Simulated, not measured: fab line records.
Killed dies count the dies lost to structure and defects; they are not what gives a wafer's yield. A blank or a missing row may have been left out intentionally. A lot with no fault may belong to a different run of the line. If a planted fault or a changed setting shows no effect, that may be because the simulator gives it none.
Matching of chambers	flow n5 finfet	rie diel-01 running N5_BEOL_M6_VIA_ETCH_34: 4 sister chambers
The step etches SiCOH lowk in C4F6/O2, target depth 126.3 nm, time 50.9 s. 4 wafers are shown with their chamber, then 12 later ones without.

== EACH WAFER AND ITS CHAMBER ==
wafer	chamber	drypump motor current A (A)
L083.3	3	6.1
L083.6	0	4.8
L086.2	1	6.3
L086.6	2	5.8

== WAFERS WITHOUT THEIR CHAMBER ==
wafer	drypump motor current A (A)
L087.3	5.8
L087.4	6.3
L087.5	6.1
L090.1	6.1
L090.2	5.7
L090.6	5.8
L097.2	4.9
L097.3	6.3
L097.6	4.9
L096.1	4.9
L096.3	5.8
L096.5	5.8

== CHAMBER TAKEN BY EACH ==
wafer	from the rows above	in truth
L087.3	2	2
L087.4	1	1
L087.5	3	3
L090.1	3	3
L090.2	2	2
L090.6	2	2
L097.2	0	0
L097.3	1	1
L097.6	0	0
L096.1	0	0
L096.3	2	2
L096.5	2	2
Placed correctly: 12 of 12. Not placeable from these rows: 0. Wrongly placed: 0.
How it was worked out, from the rows above alone: a wafer's distance from a chamber is the root of the sum, over the readings, of the square of ((its reading less the chamber's mean) divided by the reading's scatter). The wafer belongs to the nearest chamber; if the next one is less than 2 further off, it can't be placed. A chamber's mean is the mean of its shown wafers. The scatter: root of mean squared gap, hidden wafer to nearest shown wafer, with one shown wafer a chamber.
